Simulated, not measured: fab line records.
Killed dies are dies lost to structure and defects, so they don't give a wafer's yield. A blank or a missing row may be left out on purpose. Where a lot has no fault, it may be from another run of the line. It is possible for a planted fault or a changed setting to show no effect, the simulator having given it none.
Which tool did it?    flow n5-finfet    10 lots (27 wafers sampled), 1 step of a 1938-step route

WHAT THE GAUGES SHOWED, per wafer
N5_BEOL_M4_RC_MEAS_101.
lot   measured      on         DIBL_N (mV/V)   DIBL_P (mV/V)   IOFF_N (nA/um)  IOFF_P (nA/um)  ION_N (uA/um)  ION_P (uA/um)  SS_N (mV/dec)   SS_P (mV/dec)   VT_N (mV)    VT_P (mV)
L186  day 8 10:38   prober-01  34.2 35.1 32.4  34.7 37.1 30.0  0.12 0.13 0.09  0.16 0.19 0.10  667 674 647    455 463 440    70.9 71.0 70.4  72.1 72.9 71.1  253 252 260  -255 -254 -262
L188  day 9 11:28   prober-01  34.2 37.0 35.7  34.5 38.1 37.1  0.11 0.16 0.13  0.18 0.22 0.21  655 655 668    451 448 463    71.1 72.2 71.2  72.1 73.3 72.9  258 250 252  -254 -252 -251
L195  day 10 18:16  prober-01  38.5 42.5 39.5  37.3 43.5 39.5  0.19 0.31 0.23  0.25 0.40 0.30  694 705 695    466 483 477    72.3 72.5 72.6  73.6 75.3 73.9  247 241 247  -248 -241 -245
L198  day 11 18:34  prober-02  33.5 39.3 37.1  34.2 41.0 38.5  0.13 0.25 0.20  0.19 0.31 0.26  665 704 674    461 475 464    71.0 73.0 72.0  72.3 73.9 73.7  251 246 246  -248 -243 -246
L200  day 12 04:34  prober-02  37.9 35.5 36.0  38.3 35.7 36.9  0.17 0.13 0.14  0.21 0.18 0.20  665 670 668    449 458 454    72.2 71.1 71.4  73.9 73.5 73.4  251 252 254  -253 -253 -252
L203  day 13 02:46  prober-02  34.6 38.4 37.3  35.2 41.1 39.9  0.13 0.23 0.18  0.19 0.30 0.30  662 700 656    461 477 459    71.6 71.5 71.9  72.9 74.3 74.1  252 240 248  -250 -246 -244
L206  day 14 03:44  prober-02  35.1 40.6       34.2 41.2       0.16 0.31       0.24 0.38       682 707        478 487        71.1 72.5       72.9 74.8       251 241      -243 -238
L208  day 14 05:49  prober-01  35.3 38.1 37.8  35.5 38.7 39.4  0.14 0.18 0.17  0.18 0.23 0.25  666 674 668    461 463 461    70.9 71.7 71.4  73.1 74.3 74.4  250 247 248  -252 -249 -252
L207  day 14 06:13  prober-02  38.1 36.0       37.4 34.1       0.16 0.12       0.24 0.16       648 654        447 448        71.6 71.5       74.0 72.8       252 256      -250 -254
L209  day 15 04:48  prober-01  40.2 42.3       42.9 44.0       0.23 0.28       0.29 0.33       669 702        456 471        72.3 73.4       74.7 75.0       248 242      -247 -243

WHAT TOOL EACH LOT RAN ON (gives the tool, then ch and the chambers of the sampled wafers, and finally the start)
Before these readings, the record contains no process step.

AS READ BY THE TOOLS THEMSELVES (means over the sampled wafers that have a number; for cases with no such wafer, the mark the record gives instead)
The record holds no such reading with a usual standard deviation.

THE ANSWER, worked out from the rows above alone
Rule: the usual values come from the lots themselves. Put in order of their means at a reading, lots are off if they are a third of the lots or fewer, leave a main group of 4 or more, and stand apart from it by a gap of 3 or more times the standard deviation of the main group's means; of several such gaps the widest counts. The tables above print the reading to a certain number of digits; a main group whose means all agree to those digits is not used. Also off: a lot with no number at a reading for which 4 or more lots have one. All remaining lots with rows at the step are treated as sound. First the gauges in route order, then the tools' own readings, where a lot's mean is used as printed above. The first step at which some lot is off is used, and at that step the reading that is off furthest; a lot without a number counts as furthest.
None of the lots is off at any reading shown; this tells nothing.

WHAT THE SIMULATOR HAD PUT IN
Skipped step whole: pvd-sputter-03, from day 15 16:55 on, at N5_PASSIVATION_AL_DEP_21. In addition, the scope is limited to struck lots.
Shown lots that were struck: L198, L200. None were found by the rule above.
